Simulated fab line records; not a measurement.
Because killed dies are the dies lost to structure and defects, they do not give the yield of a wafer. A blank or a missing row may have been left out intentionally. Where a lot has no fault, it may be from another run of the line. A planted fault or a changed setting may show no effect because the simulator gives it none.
A lot that was struck, set against a sound lot -- flow nandHarc -- 14 steps out of a route of 1302
Sound: the wafers L947.1, L947.2, L947.4. Struck: wafer L937.6; the same lot's L937.3 was not struck, so it is left out; see the end for the cause.
Each step with rows lists, per side, the tool, then ch with its chambers, then its first start. Under that, the readings that differ: sound wafers -- struck wafers -- difference of the means -- sigmas: that difference in standard deviations of wafers without a fault.
alike: a reading whose means differ by less than 2 such deviations, as well as words and numbers matching on both sides. not compared: withheld readings; readings where some wafer has no value; bounds like >300 that might hide an equal value; numbers whose values overlap and for which the record gives no deviation.
Wherever a step has rows on one side only, a row that says differs or no value, or a row with sigmas, the two part there. Numbers that don't overlap but have no deviation are shown without sigmas and don't part them. A reading that every wafer of one side lacks parts them only if that side has two wafers or more.

NHARC_A_ONON_D1_THK_MEAS_30: measures by ellipsometry.
  struck on filmMetro-01, day 12 14:34; sound on filmMetro-02, day 16 11:20
  alike: thkNm
NHARC_A_ONON_D1_DEP_33: deposits SiO2, target thk 200 nm.
  sound on pecvd-01 ch 0,1,2, day 16 11:24; struck on pecvd-01 ch 2, day 12 14:43
reading,sound,struck,difference,sigmas
flowSccm (sccm),2633 2658 2647,2666,+20,+2
  alike: heaterPowerOuterW, heaterPowerW, mfcPrecursorSccm, susceptorTempC, throttleValvePct
NHARC_A_ONON_D1_THK_MEAS_34: measures by ellipsometry.
  struck on filmMetro-01, day 12 15:02; sound on filmMetro-01, day 16 11:49
  alike: thkNm
NHARC_A_ONON_D1_INSPECT_32:
  struck on defectInspect-02, day 12 15:06; sound on defectInspect-01, day 16 11:54
reading,sound,struck,difference,sigmas
rawDefectCount,45 48 44,145,+99,+4
NHARC_A_CHANNEL_HOLE_D1_DEP_00: deposits aC, target thk 3100 nm.
  sound on aclDep-02 ch 0, day 16 11:58; struck on aclDep-03 ch 0, day 12 15:47
  alike: susceptorTempC, throttleValvePct
NHARC_A_CHANNEL_HOLE_D1_DEP_01: deposits SiON, target thk 140 nm.
  sound on pecvd-02 ch 0,1, day 16 13:56; struck on pecvd-02 ch 0, day 12 17:08
  alike: heaterPowerOuterW, heaterPowerW, susceptorTempC
then, 5 steps without rows for these wafers: NHARC_A_CHANNEL_HOLE_D1_DEHYDRATE_02 (time 120 s); NHARC_A_CHANNEL_HOLE_D1_HMDS_03 (time 30 s); NHARC_A_CHANNEL_HOLE_D1_COAT_36 (time 75 s); NHARC_A_CHANNEL_HOLE_D1_COAT_37 (time 65 s); NHARC_A_CHANNEL_HOLE_D1_COAT_04 (resist thk 90 nm).
NHARC_A_CHANNEL_HOLE_D1_SOFTBAKE_05: time 55 s.
  sound on lithoTrack-06 ch 0, day 16 14:00; struck on lithoTrack-01 ch 0, day 12 17:00
reading,sound,struck,difference,sigmas
heaterPowerTotalW (W),188.38 188.39 188.27,194.28,+5.93,+46
  alike: chillPlateTempC
after that, 1 step had no rows for these wafers: NHARC_A_CHANNEL_HOLE_D1_EBR_06.
-- record jumps: 16 days between struck wafers' starts before vs after; left off in module A_CHANNEL_HOLE_D1, resumes in module END, first step shown is number 1302 of the route --
NHARC_END_SORT_01:
  only the struck wafers appear in the record here, on prober-01 ch 0 at day 28 23:06; the sound ones have no rows

## WHERE THEY PART
At NHARC_A_ONON_D1_DEP_33 first; at NHARC_END_SORT_01 last (within this record only).

WHY: what the simulator had put in
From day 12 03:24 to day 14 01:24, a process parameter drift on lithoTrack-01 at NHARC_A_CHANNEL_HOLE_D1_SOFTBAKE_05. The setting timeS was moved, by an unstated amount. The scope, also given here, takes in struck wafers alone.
